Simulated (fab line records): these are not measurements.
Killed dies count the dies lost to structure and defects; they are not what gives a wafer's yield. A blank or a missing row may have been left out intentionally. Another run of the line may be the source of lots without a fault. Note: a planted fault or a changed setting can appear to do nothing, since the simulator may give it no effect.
Chamber matching    flow n5Finfet    N5_BEOL_M3_ETCHBACK_99 on rieDiel-02 has 4 sister chambers
The step etches SiO2 in CHF3, target depth 5 nm, time 10.4 s. 7 wafers are shown with their chamber, then 8 later ones without.

WAFERS PAIRED WITH THEIR CHAMBERS
wafer   chamber  throttleValvePct (%)  rfVppV (V)
L076.3  3        17.14                 235
L079.3  2        17.11                 238
L079.6  0        17.69                 241
L088.3  2        17.15                 237
L088.4  1        16.80                 234
L088.6  3        17.17                 232
L090.2  0        17.31                 246

WAFERS WITHOUT THEIR CHAMBER
wafer   throttleValvePct (%)  rfVppV (V)
L090.4  16.81                 233
L090.6  17.19                 235
L091.1  17.15                 237
L091.3  17.31                 244
L091.6  16.80                 232
L092.2  16.83                 233
L092.4  17.18                 237
L092.6  17.31                 246

CHAMBER TAKEN BY EACH
wafer   from the rows above           in truth
L090.4  can't be placed: 1 or 3       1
L090.6  can't be placed: 3 or 2 or 1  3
L091.1  can't be placed: 2 or 3       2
L091.3  can't be placed: 0 or 2       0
L091.6  can't be placed: 1 or 3       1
L092.2  can't be placed: 1 or 3       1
L092.4  can't be placed: 2 or 3       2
L092.6  0                             0
Placed correctly: 1 of 8. From these rows, 7 cannot be placed; in 7 the true chamber is one of the candidates. Wrongly placed: 0.
How it was worked out, from the rows above alone: a wafer's distance from a chamber is the root of the sum, over the readings, of the square of ((its reading less the chamber's mean) divided by the reading's scatter). The wafer belongs to the nearest chamber; if the next one is less than 2 further off, it can't be placed. Each chamber's mean is taken over the wafers shown for it. The scatter: the root of (the sum of the squares of (reading less its chamber's mean) over the shown wafers, divided by (wafers less chambers)).
